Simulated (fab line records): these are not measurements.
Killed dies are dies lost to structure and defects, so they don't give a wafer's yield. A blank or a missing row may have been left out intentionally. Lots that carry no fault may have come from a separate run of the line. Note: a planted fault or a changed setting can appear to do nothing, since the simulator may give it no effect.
What tool caused it? | flow n5Finfet | 11 lots with 33 wafers sampled at 3 steps, on a route of 1938 steps

== WHAT EACH GAUGE READ, for each wafer ==
N5_BEOL_M5_OVL_MEAS_12. Usual: M5_OVL -0.3 nm, standard deviation 0.7.
lot  | measured     | on         | M5_OVL (nm)    | flag
L152 | day 10 09:05 | overlay-01 | -0.3 -0.4 0.5  | 
L150 | day 10 09:16 | overlay-02 | 0.1 0.4 -1.7   | 
L161 | day 12 13:43 | overlay-02 | -0.5 0.3 -0.1  | 
L162 | day 12 17:21 | overlay-02 | -1.2 -0.8 -0.6 | 
L163 | day 12 22:14 | overlay-01 | -0.6 -0.1 -0.7 | 
L164 | day 13 04:44 | overlay-01 | 0.3 -0.7 0.9   | 
L167 | day 14 01:26 | overlay-01 | -1.3 -0.7 -0.7 | 
L168 | day 14 05:25 | overlay-01 | -1.0 -0.4 -1.3 | 
L169 | day 14 08:47 | overlay-01 | -0.7 -0.5 -0.4 | 
L170 | day 14 20:05 | overlay-01 | -1.1 -1.8 -1.6 | 
L171 | day 15 09:03 | overlay-01 | 0.0 -0.3 1.1   | 

== WHICH TOOL RAN EACH LOT (tool, then ch and the chambers of the sampled wafers, then the start) ==
lot  | N5_BEOL_M5_CURE_79           | N5_BEOL_M5_HM_DEP_02
L152 | uvCure-01 ch 2, day 10 06:52 | pvdSputter-02, day 10 08:40
L150 | uvCure-03 ch 2, day 10 07:02 | pvdSputter-03, day 10 08:51
L161 | uvCure-03 ch 0, day 12 12:02 | pvdSputter-02, day 12 13:10
L162 | uvCure-01 ch 2, day 12 15:12 | pvdSputter-01, day 12 16:55
L163 | uvCure-01 ch 2, day 12 17:31 | pvdSputter-02, day 12 21:37
L164 | uvCure-03 ch 2, day 13 02:52 | pvdSputter-02, day 13 04:11
L167 | uvCure-03 ch 2, day 14 00:04 | pvdSputter-02, day 14 01:01
L168 | uvCure-03 ch 0, day 14 04:26 | pvdSputter-03, day 14 04:58
L169 | uvCure-01 ch 1, day 14 06:40 | pvdSputter-01, day 14 08:21
L170 | uvCure-01 ch 0, day 14 16:43 | pvdSputter-02, day 14 19:40
L171 | uvCure-02 ch 0, day 15 07:17 | pvdSputter-03, day 15 08:30
- N5_BEOL_M5_CURE_79: cures SiCOH lowk, time 240 s.
- N5_BEOL_M5_HM_DEP_02: deposits TiN, target thk 20 nm.

== AS READ BY THE TOOLS THEMSELVES (means over the sampled wafers that have a number; for cases with no such wafer, the mark the record gives instead) ==
N5_BEOL_M5_CURE_79. Usual: lampPowerPct 52.32 %, standard deviation 0.055; wafer_temp_C_max 387.3, standard deviation 0.67.
lot  | tool      | lampPowerPct (%) | wafer_temp_C_max | flag
L152 | uvCure-01 | 52.29            | 387.7            | 
L150 | uvCure-03 | 52.28            | 387.6            | 
L161 | uvCure-03 | 52.33            | 386.9            | 
L162 | uvCure-01 | 52.30            | 388.2            | 
L163 | uvCure-01 | 52.30            | 388.1            | 
L164 | uvCure-03 | 52.35            | 387.9            | 
L167 | uvCure-03 | 52.32            | 387.5            | 
L168 | uvCure-03 | 52.29            | 387.1            | 
L169 | uvCure-01 | 52.37            | 387.8            | 
L170 | uvCure-01 | 52.28            | 386.6            | 
L171 | uvCure-02 | 52.32            | 387.0            | 

N5_BEOL_M5_HM_DEP_02. Usual: throttleValvePct at 30.2 %, with a standard deviation of 0.91.
lot  | tool          | throttleValvePct (%) | flag
L152 | pvdSputter-02 | 29.5                 | 
L150 | pvdSputter-03 | 30.5                 | 
L161 | pvdSputter-02 | 29.6                 | 
L162 | pvdSputter-01 | 30.1                 | 
L163 | pvdSputter-02 | 29.7                 | 
L164 | pvdSputter-02 | 29.6                 | 
L167 | pvdSputter-02 | 29.7                 | 
L168 | pvdSputter-03 | 31.3                 | 
L169 | pvdSputter-01 | 30.5                 | 
L170 | pvdSputter-02 | 29.9                 | 
L171 | pvdSputter-03 | 31.9                 | 

== THE ANSWER, worked out from the rows above alone ==
Rule: a lot is off if the mean of its wafers that have a number lies more than 3 standard deviations from the usual mean. Also off: a lot with no number at a reading for which 4 or more lots have one. The other lots that the step has rows for count as sound. First the gauges in route order, then the tools' own readings, where a lot's mean is used as printed above. The first step at which some lot is off is used, and at that step the reading that is off furthest; a lot without a number counts as furthest.
Nothing can be told from this: no lot is off at any reading shown.

== WHAT THE SIMULATOR HAD PUT IN ==
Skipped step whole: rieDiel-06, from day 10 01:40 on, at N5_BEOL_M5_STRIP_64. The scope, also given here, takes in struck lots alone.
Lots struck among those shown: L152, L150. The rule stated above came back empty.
